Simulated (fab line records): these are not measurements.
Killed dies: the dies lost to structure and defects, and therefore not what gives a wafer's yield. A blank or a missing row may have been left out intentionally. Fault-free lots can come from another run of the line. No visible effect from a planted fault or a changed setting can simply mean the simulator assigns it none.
Tool commonality check / flow nand harc / Sampled: 3 lots, 9 wafers

## REASON IT WAS OPENED
Flagged at NHARC_END_SORT_01: reading killed dies, on 3 of 3 lots. Fault-free wafers read 56, with a standard deviation of 17.
Rule: a lot is flagged when every wafer of it that has a number lies more than 4 standard deviations from that mean, or none has a number. As for the other lots, they are considered sound.

lot=L629; measured=day 29 04:56; on=prober-02; killed dies, wafer by wafer=677 677 677; flag=FLAGGED
lot=L630; measured=day 29 12:46; on=prober-02; killed dies, wafer by wafer=677 677 677; flag=FLAGGED
lot=L631; measured=day 29 19:25; on=prober-01; killed dies, wafer by wafer=677 677 677; flag=FLAGGED
The numbers of the flagged lots are 677 on average: +621 against the usual, or +37 standard deviations.

## TOOL THAT RAN EACH LOT
4 process steps preceding the reading are held in the record, out of 1302 steps in the route. Cell contents, in order: the tool; ch with the chambers the sampled wafers went through; the start.
lot=L629; flag=FLAGGED; NHARC_A_WL_FILL_STRIP_29=rie diel-03 ch 0,1,3, day 25 13:29; NHARC_A_WL_FILL_ALD_19=ald metal-03 ch 2,3, day 25 19:25; NHARC_A_WL_FILL_CVD_20=cvd w-02 ch 0,1, day 25 20:26 or earlier; NHARC_A_CONTACT_DEP_24=pecvd-01 ch 1,2, day 25 20:26
lot=L630; flag=FLAGGED; NHARC_A_WL_FILL_STRIP_29=rie diel-05 ch 0,3, day 25 18:28; NHARC_A_WL_FILL_ALD_19=ald metal-03 ch 0,1,3, day 26 00:02; NHARC_A_WL_FILL_CVD_20=cvd w-01 ch 0,1, day 26 00:58 or earlier; NHARC_A_CONTACT_DEP_24=pecvd-01 ch 1,2, day 26 00:58
lot=L631; flag=FLAGGED; NHARC_A_WL_FILL_STRIP_29=rie diel-05 ch 0,1,3, day 26 05:42; NHARC_A_WL_FILL_ALD_19=ald metal-04 ch 0,1,3, day 26 11:11; NHARC_A_WL_FILL_CVD_20=cvd w-01 ch 0,1, day 26 12:06 or earlier; NHARC_A_CONTACT_DEP_24=pecvd-02 ch 1,2, day 26 12:06
What the steps here do:
- NHARC_A_WL_FILL_STRIP_29: strips in O2, time 20 s.
- NHARC_A_WL_FILL_ALD_19: deposits TiN, target thk 2 nm, pulse time 3 s, ald cycles 100.
- NHARC_A_WL_FILL_CVD_20: deposits W, target thk 100 nm, time 74 s.
- NHARC_A_CONTACT_DEP_24: deposits SiO2, target thk 500 nm.
- NHARC_END_SORT_01

## FLAGGED OVER TOTAL, TOOL BY TOOL (the gauges that took the reading come last)
step=NHARC_A_WL_FILL_STRIP_29; tool=rie diel-03; lots run=1; flagged=1; share of the flagged lots=some; sound lots run after its first flagged lot=0
step=NHARC_A_WL_FILL_STRIP_29; tool=rie diel-05; lots run=2; flagged=2; share of the flagged lots=some; sound lots run after its first flagged lot=0
step=NHARC_A_WL_FILL_ALD_19; tool=ald metal-03; lots run=2; flagged=2; share of the flagged lots=some; sound lots run after its first flagged lot=0
step=NHARC_A_WL_FILL_ALD_19; tool=ald metal-04; lots run=1; flagged=1; share of the flagged lots=some; sound lots run after its first flagged lot=0
step=NHARC_A_WL_FILL_CVD_20; tool=cvd w-01; lots run=2; flagged=2; share of the flagged lots=some; sound lots run after its first flagged lot=0
step=NHARC_A_WL_FILL_CVD_20; tool=cvd w-02; lots run=1; flagged=1; share of the flagged lots=some; sound lots run after its first flagged lot=0
step=NHARC_A_CONTACT_DEP_24; tool=pecvd-01; lots run=2; flagged=2; share of the flagged lots=some; sound lots run after its first flagged lot=0
step=NHARC_A_CONTACT_DEP_24; tool=pecvd-02; lots run=1; flagged=1; share of the flagged lots=some; sound lots run after its first flagged lot=0
step=NHARC_END_SORT_01; tool=prober-01; lots run=1; flagged=1; share of the flagged lots=some; sound lots run after its first flagged lot=0
step=NHARC_END_SORT_01; tool=prober-02; lots run=2; flagged=2; share of the flagged lots=some; sound lots run after its first flagged lot=0
Because NHARC_A_WL_FILL_CVD_20 lacks a start for some lots, the hours and order of its lots are taken from NHARC_A_CONTACT_DEP_24.

## WHAT IS ALLOWED BY THE TABLE
No row of the table ran every flagged lot.

## WHAT HAD BEEN PUT IN BY THE SIMULATOR
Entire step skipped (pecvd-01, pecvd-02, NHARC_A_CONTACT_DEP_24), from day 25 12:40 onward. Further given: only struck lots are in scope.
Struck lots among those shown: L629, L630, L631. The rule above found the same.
